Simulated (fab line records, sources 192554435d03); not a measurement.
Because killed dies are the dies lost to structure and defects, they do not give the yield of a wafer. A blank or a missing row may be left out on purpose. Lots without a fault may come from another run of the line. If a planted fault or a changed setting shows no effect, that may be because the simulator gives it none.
A struck lot beside a sound one ; flow n5_finfet ; 21 out of 1938 route steps
Sound: wafers L339.1, L339.4, L339.6. Struck: wafers L348.3, L348.4, L348.6. The cause comes at the end.
Each step with rows lists, per side, the tool, then ch with its chambers, then its first start. Under that, the readings that differ: sound wafers ; struck wafers ; difference of the means ; sigmas: that difference in standard deviations of wafers without a fault.
alike: a reading whose means differ by less than 2 such deviations, as well as words and numbers matching on both sides. not compared: withheld readings; readings where some wafer has no value; bounds like >300 that might hide an equal value; numbers whose values overlap and for which the record gives no deviation.
Wherever a step has rows on one side only, a row that says differs or no value, or a row with sigmas, the two part there. Numbers that don't overlap but have no deviation are shown without sigmas and don't part them. A reading missing from all wafers of one side parts the sides only when that side holds two or more wafers.

first, 11 steps without rows for these wafers: N5_BEOL_M5_DESCUM_16 (chemistry O2, time 7 s); N5_BEOL_M5_ETCH_72 (etches underlayer in N2/H2, target depth 6.5 nm, time 5.2 s); N5_BEOL_M5_ETCH_61 (etches SiARC in CF4, target depth 15.6 nm, time 26 s); N5_BEOL_M5_ETCH_62 (etches SOC in N2/H2, target depth 75 nm, overetch 15 nm, time 112.5 s); N5_BEOL_M5_STRIP_63 (strips in N2/H2); N5_BEOL_M5_STRIP_73 (strips in N2/H2); N5_BEOL_M5_STRIP_64 (strips in CF4); N5_BEOL_M5_HM_OPEN_17 (chemistry Cl2/BCl3, target TiN, target depth 20 nm, overetch 6 nm); N5_BEOL_M5_STRIP_19 (strips in O2); N5_BEOL_M5_COAT_65 (time 60 s, resist thk 60 nm); N5_BEOL_M5_COAT_66 (time 60 s, resist thk 12 nm).
N5_BEOL_M5_COAT_74: time 60 s, resist thk 5 nm.
  sound on litho_track-03 ch 0, day 10 12:31; struck on litho_track-03 ch 0, day 12 14:59
reading;sound;struck;difference;sigmas
spin_speed_rpm (rpm);1500.6 1501.0 1500.5;1609.4 1609.5 1610.6;+109.1;+99 or more
then, 7 steps without rows for these wafers: N5_BEOL_M5_COAT_22 (resist thk 30 nm); N5_BEOL_M5_EBR_24; N5_BEOL_M5_SOFTBAKE_23 (time 60 s); N5_BEOL_M5_EXPOSE_25 (exposes mask V4, defocus 10 nm); N5_BEOL_M5_PEB_26 (peb time 60 s); N5_BEOL_M5_DEVELOP_27 (develop time 30 s); N5_BEOL_M5_DESCUM_33 (chemistry O2, time 7 s).
N5_BEOL_M5_ETCH_75: etches underlayer in N2/H2, target depth 6.5 nm, time 5.2 s.
  sound on rie_diel-01 ch 2,3, day 10 13:14; struck on rie_diel-06 ch 2,3, day 12 15:33
reading;sound;struck;difference;sigmas
model.etch.depth_nm (nm);5.001 5.015 5.022;4.831 4.827 4.828;-0.184;
  alike: drypump_motor_current_A, etch_rf_on_time_s, oes_product_au, rf_vpp_V, showerhead_plenum_p_Torr, throttle_valve_pct
  not compared: rf_hours_counter_h
then, 1 step without rows for these wafers: N5_BEOL_M5_ETCH_67 (etches SiARC in CF4, target depth 15.6 nm, time 26 s).

== WHERE THEY PART ==
N5_BEOL_M5_COAT_74 only, going by this record. Later steps at which nothing parts them and some readings are alike: N5_BEOL_M5_ETCH_75.

WHY: whatever the simulator had introduced
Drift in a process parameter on litho_track-03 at N5_BEOL_M5_COAT_74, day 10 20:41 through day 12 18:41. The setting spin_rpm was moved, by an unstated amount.
